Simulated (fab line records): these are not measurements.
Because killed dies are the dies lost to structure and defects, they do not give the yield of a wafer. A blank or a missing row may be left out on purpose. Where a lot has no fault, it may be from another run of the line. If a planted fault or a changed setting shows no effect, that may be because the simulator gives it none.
A lot that was struck, set against a sound lot    flow n5 finfet    24 steps out of a route of 1938
Sound: the wafers L935.1, L935.2, L935.5. Struck: wafers L926.3, L926.6. (L926.5 of the same lot was not struck and is left out.) The cause comes at the end.
Per side, at each step with rows, come the tool, then ch with its chambers, and then its first start. Under that, the readings that differ: sound wafers    struck wafers    difference of the means    sigmas: that difference in standard deviations of wafers without a fault.
alike: same words and numbers on both sides, and readings whose means sit less than 2 such deviations apart. not compared: any withheld reading, any reading some wafer has no value for, any bound like >300 that may hide the same value, and any number with overlapping values for which the record gives no deviation.
Wherever a step has rows on one side only, a row that says differs or no value, or a row with sigmas, the two part there. Numbers that have no deviation but don't overlap get no sigmas and don't part them. A reading missing from all wafers of one side parts the sides only when that side holds two or more wafers.

first, 9 steps without rows for these wafers: N5_BEOL_M9_EBR_07; N5_BEOL_M9_SOFTBAKE_06 (time 60 s); N5_BEOL_M9_EXPOSE_08 (exposes mask M9); N5_BEOL_M9_PEB_09 (peb time 60 s); N5_BEOL_M9_DEVELOP_10 (develop time 30 s); N5_BEOL_M9_DESCUM_16 (chemistry O2, time 7.9 s); N5_BEOL_M9_ETCH_61 (etches SiARC in CF4, target depth 39 nm, time 65 s); N5_BEOL_M9_ETCH_62 (etches SOC in N2/H2, target depth 110 nm, overetch 22 nm, time 165 s); N5_BEOL_M9_STRIP_68 (strips in N2/H2).
N5_BEOL_M9_STRIP_67: strips in CF4.
  sound on rie diel-02 ch 0,1,3, day 14 10:13; struck on rie diel-01 ch 3, day 12 00:32
reading                 sound              struck       difference  sigmas
throttle valve pct (%)  13.18 13.25 13.44  13.76 13.77  +0.48       +2
  alike: drypump motor current A, oes product au, rf vpp V, showerhead plenum p Torr
  not compared: rf hours counter h
then, 11 steps without rows for these wafers: N5_BEOL_M9_HM_OPEN_17 (chemistry Cl2/BCl3, target TiN, target depth 20 nm, overetch 6 nm); N5_BEOL_M9_STRIP_19 (strips in O2); N5_BEOL_M9_COAT_63 (time 60 s, resist thk 60 nm); N5_BEOL_M9_COAT_64 (time 60 s, resist thk 12 nm); N5_BEOL_M9_COAT_75 (time 60 s, resist thk 5 nm); N5_BEOL_M9_COAT_22 (resist thk 30 nm); N5_BEOL_M9_EBR_24; N5_BEOL_M9_SOFTBAKE_23 (time 60 s); N5_BEOL_M9_EXPOSE_25 (exposes mask V8); N5_BEOL_M9_PEB_26 (peb time 60 s); N5_BEOL_M9_DEVELOP_27 (develop time 30 s).
N5_BEOL_M9_INSPECT_30: inspects for defects (brightfield).
  sound: defect inspect-01 at day 14 11:04; struck: defect inspect-02 at day 12 02:03
reading           sound        struck   difference  sigmas
raw defect count  689 627 541  980 982  +362        +3
then, 1 step without rows for these wafers: N5_BEOL_M9_DESCUM_33 (chemistry O2, time 7 s).
-- record jumps: 3 days separate the struck wafers' starts on either side; left off in module BEOL_M9, taken up again in module PASSIVATION, whose first shown step is the route's number 1936 --
N5_PASSIVATION_PROBE_49:
  sound: prober-02 at day 17 04:59; struck: prober-01 at day 14 14:29
reading                   sound           struck     difference  sigmas
defect limited yield (%)  90.7 90.4 92.5  86.7 85.3  -5.2        -3
killed_at_M0_to_M3        18 37 12        42 56      +27         +3
killed_at_M4_up           7 9 8           65 56      +52         +11
killed dies               110 113 88      157 174    +62         +4
killed on rim             15 17 15        32 33      +17         +4
sort_bin_5_function (%)   5.9 5.2 4.7     8.2 8.6    +3.1        +3
sort n pass               1070 1067 1092  1023 1006  -62         -4
sort yield pct (%)        90.7 90.4 92.5  86.7 85.3  -5.2        -3
  alike: killed at contacts, killed at front end, killed at other, killed open, killed short, sort_bin_6_memory

## WHERE THEY PART
Earliest at N5_BEOL_M9_STRIP_67; latest, in this record, at N5_PASSIVATION_PROBE_49.

WHY: the cause the simulator had injected
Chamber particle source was rie diel-01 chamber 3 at N5_BEOL_M9_STRIP_67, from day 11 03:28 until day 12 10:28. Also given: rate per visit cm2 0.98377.
